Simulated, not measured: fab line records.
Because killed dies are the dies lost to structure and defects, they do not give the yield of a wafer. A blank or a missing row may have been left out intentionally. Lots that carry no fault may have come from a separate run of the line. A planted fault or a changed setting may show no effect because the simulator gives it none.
Chamber matching + flow n5_finfet + rie_diel-04 running N5_BEOL_M4_ETCH_69: 4 sister chambers
The step etches SiARC in CF4, target depth 15.6 nm, time 26 s. 14 wafers are shown with their chamber, then 7 later ones without.

== WAFERS PAIRED WITH THEIR CHAMBERS ==
| wafer  | chamber | drypump_motor_current_A (A) | showerhead_plenum_p_Torr (Torr) | throttle_valve_pct (%) |
|--------|---------|-----------------------------|---------------------------------|------------------------|
| L074.2 | 1       | 6.3                         | 2.07                            | 15.22                  |
| L074.3 | 3       | 5.1                         | 2.19                            | 15.63                  |
| L074.6 | 3       | 5.1                         | 2.19                            | 15.64                  |
| L077.2 | 3       | 5.1                         | 2.19                            | 15.63                  |
| L077.3 | 2       | 6.1                         | 2.10                            | 15.65                  |
| L077.4 | 1       | 6.3                         | 2.07                            | 15.22                  |
| L090.1 | 1       | 6.3                         | 2.07                            | 15.26                  |
| L090.5 | 3       | 5.1                         | 2.18                            | 15.68                  |
| L090.6 | 0       | 5.8                         | 2.28                            | 15.28                  |
| L094.1 | 0       | 5.8                         | 2.28                            | 15.31                  |
| L094.3 | 1       | 6.3                         | 2.06                            | 15.29                  |
| L094.4 | 3       | 5.1                         | 2.17                            | 15.70                  |
| L091.1 | 3       | 5.1                         | 2.17                            | 15.71                  |
| L091.2 | 0       | 5.7                         | 2.27                            | 15.29                  |

SIGNATURES, as means of the wafers listed above
| reading                  | chamber 0 | chamber 1 | chamber 2 | chamber 3 | scatter within a chamber |
|--------------------------|-----------|-----------|-----------|-----------|--------------------------|
| drypump_motor_current_A  | 5.767     | 6.300     | 6.100     | 5.100     | 0.0258                   |
| showerhead_plenum_p_Torr | 2.2767    | 2.0675    | 2.1000    | 2.1817    | 0.00791                  |
| throttle_valve_pct       | 15.2933   | 15.2475   | 15.6500   | 15.6650   | 0.0324                   |
Rule: for each reading, subtract the chamber's mean from the wafer's reading, divide by that reading's scatter and square the result; add these up over the readings and take the root, which gives the wafer's distance from the chamber. The wafer belongs to the nearest chamber; if the next one is less than 2 further off, it can't be placed. The scatter: the root of (the sum of the squares of (reading less its chamber's mean) over the shown wafers, divided by (wafers less chambers)).

== WAFERS WITHOUT THEIR CHAMBER ==
| wafer  | drypump_motor_current_A (A) | showerhead_plenum_p_Torr (Torr) | throttle_valve_pct (%) |
|--------|-----------------------------|---------------------------------|------------------------|
| L091.4 | 6.1                         | 2.09                            | 15.23                  |
| L096.2 | 6.1                         | 2.09                            | 15.24                  |
| L096.4 | 5.1                         | 2.17                            | 15.72                  |
| L096.6 | 6.3                         | 2.06                            | 15.30                  |
| L097.3 | 6.1                         | 2.09                            | 15.23                  |
| L097.5 | 5.1                         | 2.17                            | 15.72                  |
| L097.6 | 5.7                         | 2.27                            | 15.30                  |

== WHICH CHAMBER EACH WENT THROUGH ==
| wafer  | from the rows above | in truth                   |
|--------|---------------------|----------------------------|
| L091.4 | 1                   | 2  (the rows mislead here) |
| L096.2 | 1                   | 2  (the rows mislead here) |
| L096.4 | 3                   | 3                          |
| L096.6 | 1                   | 1                          |
| L097.3 | 1                   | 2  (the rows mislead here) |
| L097.5 | 3                   | 3                          |
| L097.6 | 0                   | 0                          |
Correct placement for 4 of the 7. Left unplaced by these rows: 0. Wrongly placed: 3.
